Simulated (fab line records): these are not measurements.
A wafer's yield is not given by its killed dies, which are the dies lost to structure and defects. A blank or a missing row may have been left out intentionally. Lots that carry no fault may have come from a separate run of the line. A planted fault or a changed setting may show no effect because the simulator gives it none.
fab line records :: flow n5-finfet
record
  lots=7
  wafers=39
route steps=1938 shown DUMMY_GATE@228 SD_EPI_N@277 HKMG_FIN@386 BEOL_M4@1111
start-h: hours from the record's first day to the start of the lot's first wafer shown :: wait-h: time in hours since the lot's previous step :: " unchanged from the row above :: L1.1+2: a row that stands for several wafers :: - either no value or no given start :: * or withheld: withheld :: < > ~ a bound
route shown NAME@n: a module of which the file shows steps, and the number in the route of the first :: usual: mean/standard deviation taken from wafers without a fault :: same: alike in all rows :: chamber/n: place in a boat :: sites: each site's reading :: _std_site: standard deviation of those values :: _edge_site: mean of outer sites minus mean of inner sites :: radius-mm: for every site, how far away it sits from the centre of the wafer :: mask NAME#n: copy n :: behind: tool/chamber where the wafer was last shaped :: hold: reason for holding the lot/hours on hold/outcome of the hold :: device: transistor that didn't switch, given as n, p or np :: end of line: the same wafers' tests at the end of the route :: step lacking rows: just its recipe :: killed: dies that structure and defects cost at the first sort, which is not the same as the wafer's yield :: map: a wafer's dies, marking killed ones x, the rest . and places with no die _
set.NAME: the setting the step ran with; set.NAME@STEP: the setting that earlier step ran with :: model.NAME: the simulator's own value behind a step, which no gauge read
lots with deliberately changed settings; one table per step, one row per wafer
## steps
# step N5_DUMMY_GATE_EXPOSE_12
# recipe
  mask-id=GATE
  na=0.33
  source-shape=annular
  sigma-inner=0.2
  sigma-outer=0.6
  polarization=unpolarized
  target-cd-nm=25
  dose-mj=34
# step N5_DUMMY_GATE_ETCH_37
# recipe
  chemistry=N2/H2
  target=SOC
  target-depth-a=600
  overetch-a=300
  temp-c=40
  ion-energy-ev=200
  pressure-mtorr=30
  source-w=840
  bias-w=150
  n2-flow-sccm=200
  h2-flow-sccm=200
# step N5_DUMMY_GATE_ETCH_42
# recipe
  chemistry=CHF3/O2
  target=SiO2
  target-depth-a=35
  time-s=31
  ion-energy-ev=30
  bias-w=12
  pressure-mtorr=30
  source-w=600
  Ar_flow_sccm=200
  CHF3_flow_sccm=50
  O2_flow_sccm=5
# step N5_SD_EPI_N_ETCHBACK_44
# recipe
  chemistry=CH3F/O2
  mode=anisotropic-etchback
  target=SiNx
  target-depth-a=145
  stop-on=SiO2
  over-etch-frac=0.3
  ion-energy-ev=120
  pressure-mtorr=30
  source-w=395
  bias-w=73
  Ar_flow_sccm=150
  CH3F_flow_sccm=30
  O2_flow_sccm=20
# step N5_HKMG_FIN_HK_ALD_01
# recipe
  material=HfO2
  target-thk-a=16
  temp-c=withheld
  ald-precursor-family=HfCl4
  ald-co-reactant=H2O
  pulse-time-s=3
  purge-time-s=3
  co-reactant-purge-time-s=2.5
  co-reactant-pulse-time-s=0.3
  ald-cycles=30
# step N5_HKMG_FIN_PWFM_ALD_03
# recipe
  material=TiN
  target-thk-a=20
  temp-c=400
  ald-precursor-family=TiCl4
  ald-co-reactant=NH3
  pulse-time-s=1
  purge-time-s=3
  co-reactant-purge-time-s=2
  co-reactant-pulse-time-s=2
  ald-cycles=91
  pressure-torr=3
# step N5_HKMG_FIN_ALD_91
# recipe
  material=TiN
  target-thk-a=10
  temp-c=400
  ald-precursor-family=TiCl4
  ald-co-reactant=NH3
  pulse-time-s=1
  purge-time-s=3
  co-reactant-purge-time-s=2
  co-reactant-pulse-time-s=2
  ald-cycles=47
  pressure-torr=3
# step N5_BEOL_M4_RC_MEAS_101
# usual
  EOT_N=10.50/0.1
  EOT_P=10.45/0.093
  IOFF_N_LONG=5.6e-05/3.3e-06
  VT_N_LONG=274.5/2.3
lot.wafer: L074.1
tool: prober-01
chamber: 0
start-h: 166.62
wait-h: 0.0
set.dose-mj@DUMMY_GATE_EXPOSE_12: 34
set.source-w@DUMMY_GATE_ETCH_37: 840
set.bias-w@DUMMY_GATE_ETCH_42: 12
set.over-etch-frac@SD_EPI_N_ETCHBACK_44: 0.3
set.ald-cycles@HKMG_FIN_HK_ALD_01: 30
set.temp-c@HKMG_FIN_PWFM_ALD_03: 400
set.temp-c@HKMG_FIN_ALD_91: 400
EOT_N: 10.58
EOT_P: 10.50
IOFF_N_LONG[nA/um]: 6e-05
VT_N_LONG[mV]: 274.1

lot.wafer: L074.2
tool: prober-01
chamber: 0
start-h: 166.62
wait-h: 0.0
set.dose-mj@DUMMY_GATE_EXPOSE_12: 34
set.source-w@DUMMY_GATE_ETCH_37: 840
set.bias-w@DUMMY_GATE_ETCH_42: 12
set.over-etch-frac@SD_EPI_N_ETCHBACK_44: 0.3
set.ald-cycles@HKMG_FIN_HK_ALD_01: 30
set.temp-c@HKMG_FIN_PWFM_ALD_03: 400
set.temp-c@HKMG_FIN_ALD_91: 400
EOT_N: 10.54
EOT_P: 10.42
IOFF_N_LONG[nA/um]: 5.9e-05
VT_N_LONG[mV]: 275.1

lot.wafer: L074.3
tool: prober-01
chamber: 0
start-h: 166.62
wait-h: 0.0
set.dose-mj@DUMMY_GATE_EXPOSE_12: 34
set.source-w@DUMMY_GATE_ETCH_37: 840
set.bias-w@DUMMY_GATE_ETCH_42: 12
set.over-etch-frac@SD_EPI_N_ETCHBACK_44: 0.3
set.ald-cycles@HKMG_FIN_HK_ALD_01: 30
set.temp-c@HKMG_FIN_PWFM_ALD_03: 400
set.temp-c@HKMG_FIN_ALD_91: 400
EOT_N: 10.47
EOT_P: 10.30
IOFF_N_LONG[nA/um]: 5.8e-05
VT_N_LONG[mV]: 273.9

lot.wafer: L076.1
tool: prober-01
chamber: 0
start-h: 178.45
wait-h: 0.0
set.dose-mj@DUMMY_GATE_EXPOSE_12: 34
set.source-w@DUMMY_GATE_ETCH_37: 840
set.bias-w@DUMMY_GATE_ETCH_42: 12
set.over-etch-frac@SD_EPI_N_ETCHBACK_44: 0.3
set.ald-cycles@HKMG_FIN_HK_ALD_01: 30
set.temp-c@HKMG_FIN_PWFM_ALD_03: 400
set.temp-c@HKMG_FIN_ALD_91: 400
EOT_N: 10.44
EOT_P: 10.43
IOFF_N_LONG[nA/um]: 6.1e-05
VT_N_LONG[mV]: 270.8

lot.wafer: L076.2
tool: prober-01
chamber: 0
start-h: 178.45
wait-h: 0.0
set.dose-mj@DUMMY_GATE_EXPOSE_12: 35.75
set.source-w@DUMMY_GATE_ETCH_37: 918.8
set.bias-w@DUMMY_GATE_ETCH_42: 12
set.over-etch-frac@SD_EPI_N_ETCHBACK_44: 0.3
set.ald-cycles@HKMG_FIN_HK_ALD_01: 33
set.temp-c@HKMG_FIN_PWFM_ALD_03: 415.5
set.temp-c@HKMG_FIN_ALD_91: 400
EOT_N: 10.85
EOT_P: 10.94
IOFF_N_LONG[nA/um]: 6.3e-05
VT_N_LONG[mV]: 270.3

lot.wafer: L076.3
tool: prober-01
chamber: 0
start-h: 178.45
wait-h: 0.0
set.dose-mj@DUMMY_GATE_EXPOSE_12: 34
set.source-w@DUMMY_GATE_ETCH_37: 840
set.bias-w@DUMMY_GATE_ETCH_42: 9.815
set.over-etch-frac@SD_EPI_N_ETCHBACK_44: 0.3
set.ald-cycles@HKMG_FIN_HK_ALD_01: 33
set.temp-c@HKMG_FIN_PWFM_ALD_03: 400
set.temp-c@HKMG_FIN_ALD_91: 400
EOT_N: 10.83
EOT_P: 10.89
IOFF_N_LONG[nA/um]: 6.2e-05
VT_N_LONG[mV]: 271.1

lot.wafer: L076.4
tool: prober-01
chamber: 0
start-h: 178.45
wait-h: 0.0
set.dose-mj@DUMMY_GATE_EXPOSE_12: 34
set.source-w@DUMMY_GATE_ETCH_37: 918.8
set.bias-w@DUMMY_GATE_ETCH_42: 9.815
set.over-etch-frac@SD_EPI_N_ETCHBACK_44: 0.3
set.ald-cycles@HKMG_FIN_HK_ALD_01: 30
set.temp-c@HKMG_FIN_PWFM_ALD_03: 415.5
set.temp-c@HKMG_FIN_ALD_91: 400
EOT_N: 10.24
EOT_P: 10.37
IOFF_N_LONG[nA/um]: 6.4e-05
VT_N_LONG[mV]: 270.2

lot.wafer: L076.5
tool: prober-01
chamber: 0
start-h: 178.45
wait-h: 0.0
set.dose-mj@DUMMY_GATE_EXPOSE_12: 35.75
set.source-w@DUMMY_GATE_ETCH_37: 840
set.bias-w@DUMMY_GATE_ETCH_42: 12
set.over-etch-frac@SD_EPI_N_ETCHBACK_44: 0.3
set.ald-cycles@HKMG_FIN_HK_ALD_01: 30
set.temp-c@HKMG_FIN_PWFM_ALD_03: 415.5
set.temp-c@HKMG_FIN_ALD_91: 400
EOT_N: 10.41
EOT_P: 10.50
IOFF_N_LONG[nA/um]: 6.2e-05
VT_N_LONG[mV]: 269.8

lot.wafer: L076.6
tool: prober-01
chamber: 0
start-h: 178.45
wait-h: 0.0
set.dose-mj@DUMMY_GATE_EXPOSE_12: 35.75
set.source-w@DUMMY_GATE_ETCH_37: 918.8
set.bias-w@DUMMY_GATE_ETCH_42: 9.815
set.over-etch-frac@SD_EPI_N_ETCHBACK_44: 0.3
set.ald-cycles@HKMG_FIN_HK_ALD_01: 33
set.temp-c@HKMG_FIN_PWFM_ALD_03: 400
set.temp-c@HKMG_FIN_ALD_91: 400
EOT_N: 10.82
EOT_P: 10.66
IOFF_N_LONG[nA/um]: 6.3e-05
VT_N_LONG[mV]: 272.1

lot.wafer: L077.1
tool: prober-01
chamber: 0
start-h: 182.19
wait-h: 0.0
set.dose-mj@DUMMY_GATE_EXPOSE_12: 35.01
set.source-w@DUMMY_GATE_ETCH_37: 963.2
set.bias-w@DUMMY_GATE_ETCH_42: 12
set.over-etch-frac@SD_EPI_N_ETCHBACK_44: 0.3
set.ald-cycles@HKMG_FIN_HK_ALD_01: 30
set.temp-c@HKMG_FIN_PWFM_ALD_03: 400
set.temp-c@HKMG_FIN_ALD_91: 400
EOT_N: 10.41
EOT_P: 10.37
IOFF_N_LONG[nA/um]: 5.5e-05
VT_N_LONG[mV]: 275.2

lot.wafer: L077.2
tool: prober-01
chamber: 0
start-h: 182.19
wait-h: 0.0
set.dose-mj@DUMMY_GATE_EXPOSE_12: 34
set.source-w@DUMMY_GATE_ETCH_37: 963.2
set.bias-w@DUMMY_GATE_ETCH_42: 12
set.over-etch-frac@SD_EPI_N_ETCHBACK_44: 0.3
set.ald-cycles@HKMG_FIN_HK_ALD_01: 30
set.temp-c@HKMG_FIN_PWFM_ALD_03: 408.7
set.temp-c@HKMG_FIN_ALD_91: 400
EOT_N: 10.55
EOT_P: 10.57
IOFF_N_LONG[nA/um]: 5.5e-05
VT_N_LONG[mV]: 274.5

lot.wafer: L077.3
tool: prober-01
chamber: 0
start-h: 182.19
wait-h: 0.0
set.dose-mj@DUMMY_GATE_EXPOSE_12: 34
set.source-w@DUMMY_GATE_ETCH_37: 840
set.bias-w@DUMMY_GATE_ETCH_42: 12
set.over-etch-frac@SD_EPI_N_ETCHBACK_44: 0.3122
set.ald-cycles@HKMG_FIN_HK_ALD_01: 30
set.temp-c@HKMG_FIN_PWFM_ALD_03: 400
set.temp-c@HKMG_FIN_ALD_91: 400
EOT_N: 10.44
EOT_P: 10.54
IOFF_N_LONG[nA/um]: 5.5e-05
VT_N_LONG[mV]: 275.7

lot.wafer: L077.4
tool: prober-01
chamber: 0
start-h: 182.19
wait-h: 0.0
set.dose-mj@DUMMY_GATE_EXPOSE_12: 35.01
set.source-w@DUMMY_GATE_ETCH_37: 963.2
set.bias-w@DUMMY_GATE_ETCH_42: 10
set.over-etch-frac@SD_EPI_N_ETCHBACK_44: 0.3122
set.ald-cycles@HKMG_FIN_HK_ALD_01: 30
set.temp-c@HKMG_FIN_PWFM_ALD_03: 408.7
set.temp-c@HKMG_FIN_ALD_91: 400
EOT_N: 10.42
EOT_P: 10.35
IOFF_N_LONG[nA/um]: 5.4e-05
VT_N_LONG[mV]: 274.5

lot.wafer: L077.5
tool: prober-01
chamber: 0
start-h: 182.19
wait-h: 0.0
set.dose-mj@DUMMY_GATE_EXPOSE_12: 34
set.source-w@DUMMY_GATE_ETCH_37: 840
set.bias-w@DUMMY_GATE_ETCH_42: 10
set.over-etch-frac@SD_EPI_N_ETCHBACK_44: 0.3
set.ald-cycles@HKMG_FIN_HK_ALD_01: 30
set.temp-c@HKMG_FIN_PWFM_ALD_03: 408.7
set.temp-c@HKMG_FIN_ALD_91: 400
EOT_N: 10.55
EOT_P: 10.62
IOFF_N_LONG[nA/um]: 5.6e-05
VT_N_LONG[mV]: 276.0

lot.wafer: L077.6
tool: prober-01
chamber: 0
start-h: 182.19
wait-h: 0.0
set.dose-mj@DUMMY_GATE_EXPOSE_12: 35.01
set.source-w@DUMMY_GATE_ETCH_37: 840
set.bias-w@DUMMY_GATE_ETCH_42: 10
set.over-etch-frac@SD_EPI_N_ETCHBACK_44: 0.3122
set.ald-cycles@HKMG_FIN_HK_ALD_01: 30
set.temp-c@HKMG_FIN_PWFM_ALD_03: 400
set.temp-c@HKMG_FIN_ALD_91: 400
EOT_N: 10.32
EOT_P: 10.34
IOFF_N_LONG[nA/um]: 5.6e-05
VT_N_LONG[mV]: 273.9

lot.wafer: L087.1
tool: prober-01
chamber: 0
start-h: 242.90
wait-h: 0.0
set.dose-mj@DUMMY_GATE_EXPOSE_12: 34
set.source-w@DUMMY_GATE_ETCH_37: 897.4
set.bias-w@DUMMY_GATE_ETCH_42: 10.92
set.over-etch-frac@SD_EPI_N_ETCHBACK_44: 0.3199
set.ald-cycles@HKMG_FIN_HK_ALD_01: 30
set.temp-c@HKMG_FIN_PWFM_ALD_03: 400
set.temp-c@HKMG_FIN_ALD_91: 386.9
EOT_N: 10.49
EOT_P: 10.35
IOFF_N_LONG[nA/um]: 6.7e-05
VT_N_LONG[mV]: 267.5

lot.wafer: L087.2
tool: prober-01
chamber: 0
start-h: 242.90
wait-h: 0.0
set.dose-mj@DUMMY_GATE_EXPOSE_12: 34
set.source-w@DUMMY_GATE_ETCH_37: 897.4
set.bias-w@DUMMY_GATE_ETCH_42: 10.92
set.over-etch-frac@SD_EPI_N_ETCHBACK_44: 0.3199
set.ald-cycles@HKMG_FIN_HK_ALD_01: 30
set.temp-c@HKMG_FIN_PWFM_ALD_03: 400
set.temp-c@HKMG_FIN_ALD_91: 386.9
EOT_N: 10.62
EOT_P: 10.39
IOFF_N_LONG[nA/um]: 6.9e-05
VT_N_LONG[mV]: 266.3

lot.wafer: L087.3
tool: prober-01
chamber: 0
start-h: 242.90
wait-h: 0.0
set.dose-mj@DUMMY_GATE_EXPOSE_12: 34
set.source-w@DUMMY_GATE_ETCH_37: 897.4
set.bias-w@DUMMY_GATE_ETCH_42: 12
set.over-etch-frac@SD_EPI_N_ETCHBACK_44: 0.3
set.ald-cycles@HKMG_FIN_HK_ALD_01: 30
set.temp-c@HKMG_FIN_PWFM_ALD_03: 400
set.temp-c@HKMG_FIN_ALD_91: 400
EOT_N: 10.44
EOT_P: 10.43
IOFF_N_LONG[nA/um]: 5.8e-05
VT_N_LONG[mV]: 273.7

lot.wafer: L087.4
tool: prober-01
chamber: 0
start-h: 242.90
wait-h: 0.0
set.dose-mj@DUMMY_GATE_EXPOSE_12: 34
set.source-w@DUMMY_GATE_ETCH_37: 840
set.bias-w@DUMMY_GATE_ETCH_42: 12
set.over-etch-frac@SD_EPI_N_ETCHBACK_44: 0.3
set.ald-cycles@HKMG_FIN_HK_ALD_01: 30
set.temp-c@HKMG_FIN_PWFM_ALD_03: 400
set.temp-c@HKMG_FIN_ALD_91: 386.9
EOT_N: 10.66
EOT_P: 10.48
IOFF_N_LONG[nA/um]: 6.6e-05
VT_N_LONG[mV]: 269.2

lot.wafer: L087.5
tool: prober-01
chamber: 0
start-h: 242.90
wait-h: 0.0
set.dose-mj@DUMMY_GATE_EXPOSE_12: 34
set.source-w@DUMMY_GATE_ETCH_37: 840
set.bias-w@DUMMY_GATE_ETCH_42: 10.92
set.over-etch-frac@SD_EPI_N_ETCHBACK_44: 0.3
set.ald-cycles@HKMG_FIN_HK_ALD_01: 30
set.temp-c@HKMG_FIN_PWFM_ALD_03: 400
set.temp-c@HKMG_FIN_ALD_91: 400
EOT_N: 10.49
EOT_P: 10.36
IOFF_N_LONG[nA/um]: 5.8e-05
VT_N_LONG[mV]: 272.4

lot.wafer: L087.6
tool: prober-01
chamber: 0
start-h: 242.90
wait-h: 0.0
set.dose-mj@DUMMY_GATE_EXPOSE_12: 34
set.source-w@DUMMY_GATE_ETCH_37: 840
set.bias-w@DUMMY_GATE_ETCH_42: 12
set.over-etch-frac@SD_EPI_N_ETCHBACK_44: 0.3199
set.ald-cycles@HKMG_FIN_HK_ALD_01: 30
set.temp-c@HKMG_FIN_PWFM_ALD_03: 400
set.temp-c@HKMG_FIN_ALD_91: 400
EOT_N: 10.59
EOT_P: 10.58
IOFF_N_LONG[nA/um]: 5.6e-05
VT_N_LONG[mV]: 274.7

lot.wafer: L088.1
tool: prober-02
chamber: 0
start-h: 268.16
wait-h: 0.0
set.dose-mj@DUMMY_GATE_EXPOSE_12: 34
set.source-w@DUMMY_GATE_ETCH_37: 840
set.bias-w@DUMMY_GATE_ETCH_42: 12
set.over-etch-frac@SD_EPI_N_ETCHBACK_44: 0.3
set.ald-cycles@HKMG_FIN_HK_ALD_01: 30
set.temp-c@HKMG_FIN_PWFM_ALD_03: 400
set.temp-c@HKMG_FIN_ALD_91: 400
EOT_N: 10.38
EOT_P: 10.37
IOFF_N_LONG[nA/um]: 5.4e-05
VT_N_LONG[mV]: 277.5

lot.wafer: L088.2
tool: prober-02
chamber: 0
start-h: 268.16
wait-h: 0.0
set.dose-mj@DUMMY_GATE_EXPOSE_12: 34
set.source-w@DUMMY_GATE_ETCH_37: 718.1
set.bias-w@DUMMY_GATE_ETCH_42: 12
set.over-etch-frac@SD_EPI_N_ETCHBACK_44: 0.2765
set.ald-cycles@HKMG_FIN_HK_ALD_01: 26
set.temp-c@HKMG_FIN_PWFM_ALD_03: 406.8
set.temp-c@HKMG_FIN_ALD_91: 400
EOT_N: 9.82
EOT_P: 9.82
IOFF_N_LONG[nA/um]: 5.5e-05
VT_N_LONG[mV]: 274.8

lot.wafer: L088.3
tool: prober-02
chamber: 0
start-h: 268.16
wait-h: 0.0
set.dose-mj@DUMMY_GATE_EXPOSE_12: 34
set.source-w@DUMMY_GATE_ETCH_37: 718.1
set.bias-w@DUMMY_GATE_ETCH_42: 12
set.over-etch-frac@SD_EPI_N_ETCHBACK_44: 0.3
set.ald-cycles@HKMG_FIN_HK_ALD_01: 26
set.temp-c@HKMG_FIN_PWFM_ALD_03: 406.8
set.temp-c@HKMG_FIN_ALD_91: 384.8
EOT_N: 10.12
EOT_P: 10.03
IOFF_N_LONG[nA/um]: 6.3e-05
VT_N_LONG[mV]: 266.8

lot.wafer: L088.4
tool: prober-02
chamber: 0
start-h: 268.16
wait-h: 0.0
set.dose-mj@DUMMY_GATE_EXPOSE_12: 34
set.source-w@DUMMY_GATE_ETCH_37: 840
set.bias-w@DUMMY_GATE_ETCH_42: 12
set.over-etch-frac@SD_EPI_N_ETCHBACK_44: 0.2765
set.ald-cycles@HKMG_FIN_HK_ALD_01: 30
set.temp-c@HKMG_FIN_PWFM_ALD_03: 406.8
set.temp-c@HKMG_FIN_ALD_91: 384.8
EOT_N: 10.37
EOT_P: 10.51
IOFF_N_LONG[nA/um]: 6.3e-05
VT_N_LONG[mV]: 267.6

lot.wafer: L088.5
tool: prober-02
chamber: 0
start-h: 268.16
wait-h: 0.0
set.dose-mj@DUMMY_GATE_EXPOSE_12: 34
set.source-w@DUMMY_GATE_ETCH_37: 718.1
set.bias-w@DUMMY_GATE_ETCH_42: 12
set.over-etch-frac@SD_EPI_N_ETCHBACK_44: 0.3
set.ald-cycles@HKMG_FIN_HK_ALD_01: 30
set.temp-c@HKMG_FIN_PWFM_ALD_03: 400
set.temp-c@HKMG_FIN_ALD_91: 384.8
EOT_N: 10.59
EOT_P: 10.54
IOFF_N_LONG[nA/um]: 6.4e-05
VT_N_LONG[mV]: 268.0

lot.wafer: L088.6
tool: prober-02
chamber: 0
start-h: 268.16
wait-h: 0.0
set.dose-mj@DUMMY_GATE_EXPOSE_12: 34
set.source-w@DUMMY_GATE_ETCH_37: 840
set.bias-w@DUMMY_GATE_ETCH_42: 12
set.over-etch-frac@SD_EPI_N_ETCHBACK_44: 0.2765
set.ald-cycles@HKMG_FIN_HK_ALD_01: 26
set.temp-c@HKMG_FIN_PWFM_ALD_03: 400
set.temp-c@HKMG_FIN_ALD_91: 400
EOT_N: 10.01
EOT_P: 10.03
IOFF_N_LONG[nA/um]: 5.4e-05
VT_N_LONG[mV]: 277.3

lot.wafer: L092.1
tool: prober-02
chamber: 0
start-h: 272.75
wait-h: 0.0
set.dose-mj@DUMMY_GATE_EXPOSE_12: 34
set.source-w@DUMMY_GATE_ETCH_37: 840
set.bias-w@DUMMY_GATE_ETCH_42: 10.22
set.over-etch-frac@SD_EPI_N_ETCHBACK_44: 0.2905
set.ald-cycles@HKMG_FIN_HK_ALD_01: 30
set.temp-c@HKMG_FIN_PWFM_ALD_03: 400
set.temp-c@HKMG_FIN_ALD_91: 400
EOT_N: 10.62
EOT_P: 10.55
IOFF_N_LONG[nA/um]: 5.7e-05
VT_N_LONG[mV]: 277.3

lot.wafer: L092.2
tool: prober-02
chamber: 0
start-h: 272.75
wait-h: 0.0
set.dose-mj@DUMMY_GATE_EXPOSE_12: 36.19
set.source-w@DUMMY_GATE_ETCH_37: 840
set.bias-w@DUMMY_GATE_ETCH_42: 10.22
set.over-etch-frac@SD_EPI_N_ETCHBACK_44: 0.3
set.ald-cycles@HKMG_FIN_HK_ALD_01: 30
set.temp-c@HKMG_FIN_PWFM_ALD_03: 408.9
set.temp-c@HKMG_FIN_ALD_91: 409.8
EOT_N: 10.43
EOT_P: 10.52
IOFF_N_LONG[nA/um]: 5.3e-05
VT_N_LONG[mV]: 277.1

lot.wafer: L092.3
tool: prober-02
chamber: 0
start-h: 272.75
wait-h: 0.0
set.dose-mj@DUMMY_GATE_EXPOSE_12: 36.19
set.source-w@DUMMY_GATE_ETCH_37: 840
set.bias-w@DUMMY_GATE_ETCH_42: 12
set.over-etch-frac@SD_EPI_N_ETCHBACK_44: 0.2905
set.ald-cycles@HKMG_FIN_HK_ALD_01: 30
set.temp-c@HKMG_FIN_PWFM_ALD_03: 400
set.temp-c@HKMG_FIN_ALD_91: 409.8
EOT_N: 10.43
EOT_P: 10.35
IOFF_N_LONG[nA/um]: 5.1e-05
VT_N_LONG[mV]: 277.2

lot.wafer: L092.4
tool: prober-02
chamber: 0
start-h: 272.75
wait-h: 0.0
set.dose-mj@DUMMY_GATE_EXPOSE_12: 34
set.source-w@DUMMY_GATE_ETCH_37: 840
set.bias-w@DUMMY_GATE_ETCH_42: 12
set.over-etch-frac@SD_EPI_N_ETCHBACK_44: 0.3
set.ald-cycles@HKMG_FIN_HK_ALD_01: 30
set.temp-c@HKMG_FIN_PWFM_ALD_03: 400
set.temp-c@HKMG_FIN_ALD_91: 409.8
EOT_N: 10.48
EOT_P: 10.44
IOFF_N_LONG[nA/um]: 5.3e-05
VT_N_LONG[mV]: 279.5

lot.wafer: L092.5
tool: prober-02
chamber: 0
start-h: 272.75
wait-h: 0.0
set.dose-mj@DUMMY_GATE_EXPOSE_12: 36.19
set.source-w@DUMMY_GATE_ETCH_37: 840
set.bias-w@DUMMY_GATE_ETCH_42: 12
set.over-etch-frac@SD_EPI_N_ETCHBACK_44: 0.2905
set.ald-cycles@HKMG_FIN_HK_ALD_01: 30
set.temp-c@HKMG_FIN_PWFM_ALD_03: 408.9
set.temp-c@HKMG_FIN_ALD_91: 400
EOT_N: 10.52
EOT_P: 10.47
IOFF_N_LONG[nA/um]: 5.9e-05
VT_N_LONG[mV]: 274.7

lot.wafer: L092.6
tool: prober-02
chamber: 0
start-h: 272.75
wait-h: 0.0
set.dose-mj@DUMMY_GATE_EXPOSE_12: 34
set.source-w@DUMMY_GATE_ETCH_37: 840
set.bias-w@DUMMY_GATE_ETCH_42: 10.22
set.over-etch-frac@SD_EPI_N_ETCHBACK_44: 0.3
set.ald-cycles@HKMG_FIN_HK_ALD_01: 30
set.temp-c@HKMG_FIN_PWFM_ALD_03: 408.9
set.temp-c@HKMG_FIN_ALD_91: 400
EOT_N: 10.62
EOT_P: 10.51
IOFF_N_LONG[nA/um]: 5.7e-05
VT_N_LONG[mV]: 274.0

lot.wafer: L096.1
tool: prober-01
chamber: 0
start-h: 300.77
wait-h: 0.0
set.dose-mj@DUMMY_GATE_EXPOSE_12: 36.15
set.source-w@DUMMY_GATE_ETCH_37: 930
set.bias-w@DUMMY_GATE_ETCH_42: 12
set.over-etch-frac@SD_EPI_N_ETCHBACK_44: 0.3
set.ald-cycles@HKMG_FIN_HK_ALD_01: 32
set.temp-c@HKMG_FIN_PWFM_ALD_03: 400
set.temp-c@HKMG_FIN_ALD_91: 407.4
EOT_N: 10.67
EOT_P: 10.63
IOFF_N_LONG[nA/um]: 5.1e-05
VT_N_LONG[mV]: 278.9

lot.wafer: L096.2
tool: prober-01
chamber: 0
start-h: 300.77
wait-h: 0.0
set.dose-mj@DUMMY_GATE_EXPOSE_12: 34
set.source-w@DUMMY_GATE_ETCH_37: 840
set.bias-w@DUMMY_GATE_ETCH_42: 10.77
set.over-etch-frac@SD_EPI_N_ETCHBACK_44: 0.3
set.ald-cycles@HKMG_FIN_HK_ALD_01: 32
set.temp-c@HKMG_FIN_PWFM_ALD_03: 400
set.temp-c@HKMG_FIN_ALD_91: 400
EOT_N: 10.70
EOT_P: 10.63
IOFF_N_LONG[nA/um]: 5.5e-05
VT_N_LONG[mV]: 273.7

lot.wafer: L096.3
tool: prober-01
chamber: 0
start-h: 300.77
wait-h: 0.0
set.dose-mj@DUMMY_GATE_EXPOSE_12: 34
set.source-w@DUMMY_GATE_ETCH_37: 840
set.bias-w@DUMMY_GATE_ETCH_42: 10.77
set.over-etch-frac@SD_EPI_N_ETCHBACK_44: 0.2836
set.ald-cycles@HKMG_FIN_HK_ALD_01: 30
set.temp-c@HKMG_FIN_PWFM_ALD_03: 400
set.temp-c@HKMG_FIN_ALD_91: 400
EOT_N: 10.54
EOT_P: 10.37
IOFF_N_LONG[nA/um]: 5.3e-05
VT_N_LONG[mV]: 278.3

lot.wafer: L096.4
tool: prober-01
chamber: 0
start-h: 300.77
wait-h: 0.0
set.dose-mj@DUMMY_GATE_EXPOSE_12: 34
set.source-w@DUMMY_GATE_ETCH_37: 930
set.bias-w@DUMMY_GATE_ETCH_42: 12
set.over-etch-frac@SD_EPI_N_ETCHBACK_44: 0.2836
set.ald-cycles@HKMG_FIN_HK_ALD_01: 32
set.temp-c@HKMG_FIN_PWFM_ALD_03: 408
set.temp-c@HKMG_FIN_ALD_91: 400
EOT_N: 10.72
EOT_P: 10.68
IOFF_N_LONG[nA/um]: 5.3e-05
VT_N_LONG[mV]: 273.6

lot.wafer: L096.5
tool: prober-01
chamber: 0
start-h: 300.77
wait-h: 0.0
set.dose-mj@DUMMY_GATE_EXPOSE_12: 36.15
set.source-w@DUMMY_GATE_ETCH_37: 840
set.bias-w@DUMMY_GATE_ETCH_42: 12
set.over-etch-frac@SD_EPI_N_ETCHBACK_44: 0.3
set.ald-cycles@HKMG_FIN_HK_ALD_01: 30
set.temp-c@HKMG_FIN_PWFM_ALD_03: 408
set.temp-c@HKMG_FIN_ALD_91: 407.4
EOT_N: 10.38
EOT_P: 10.36
IOFF_N_LONG[nA/um]: 4.7e-05
VT_N_LONG[mV]: 280.4

lot.wafer: L096.6
tool: prober-01
chamber: 0
start-h: 300.77
wait-h: 0.0
set.dose-mj@DUMMY_GATE_EXPOSE_12: 36.15
set.source-w@DUMMY_GATE_ETCH_37: 930
set.bias-w@DUMMY_GATE_ETCH_42: 10.77
set.over-etch-frac@SD_EPI_N_ETCHBACK_44: 0.2836
set.ald-cycles@HKMG_FIN_HK_ALD_01: 30
set.temp-c@HKMG_FIN_PWFM_ALD_03: 408
set.temp-c@HKMG_FIN_ALD_91: 407.4
EOT_N: 10.60
EOT_P: 10.53
IOFF_N_LONG[nA/um]: 5.2e-05
VT_N_LONG[mV]: 280.0
## key
split
  step=N5_DUMMY_GATE_EXPOSE_12
  setting=dose-mj
  stated-as=34
response none clear
split
  step=N5_DUMMY_GATE_ETCH_37
  setting=source-w
  stated-as=840
response none clear
split
  step=N5_DUMMY_GATE_ETCH_42
  setting=bias-w
  stated-as=12
response none clear
split
  step=N5_SD_EPI_N_ETCHBACK_44
  setting=over-etch-frac
  stated-as=0.3
response none clear
split
  step=N5_HKMG_FIN_HK_ALD_01
  setting=ald-cycles
  stated-as=30
response
  step=N5_BEOL_M4_RC_MEAS_101
  reading=EOT_P
  slope=+0.0424
  per=1%
  together-with=all
  explained=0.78
response
  step=N5_BEOL_M4_RC_MEAS_101
  reading=EOT_N
  slope=+0.0357
  per=1%
  together-with=all
  explained=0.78
split
  step=N5_HKMG_FIN_PWFM_ALD_03
  setting=temp-c
  stated-as=400
response none clear
split
  step=N5_HKMG_FIN_ALD_91
  setting=temp-c
  stated-as=400
response
  step=N5_BEOL_M4_RC_MEAS_101
  reading=IOFF_N_LONG
  slope=-2.54e-06
  per=1%
  together-with=all
  explained=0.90
response
  step=N5_BEOL_M4_RC_MEAS_101
  reading=VT_N_LONG
  slope=+1.91
  per=1%
  together-with=all
  explained=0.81
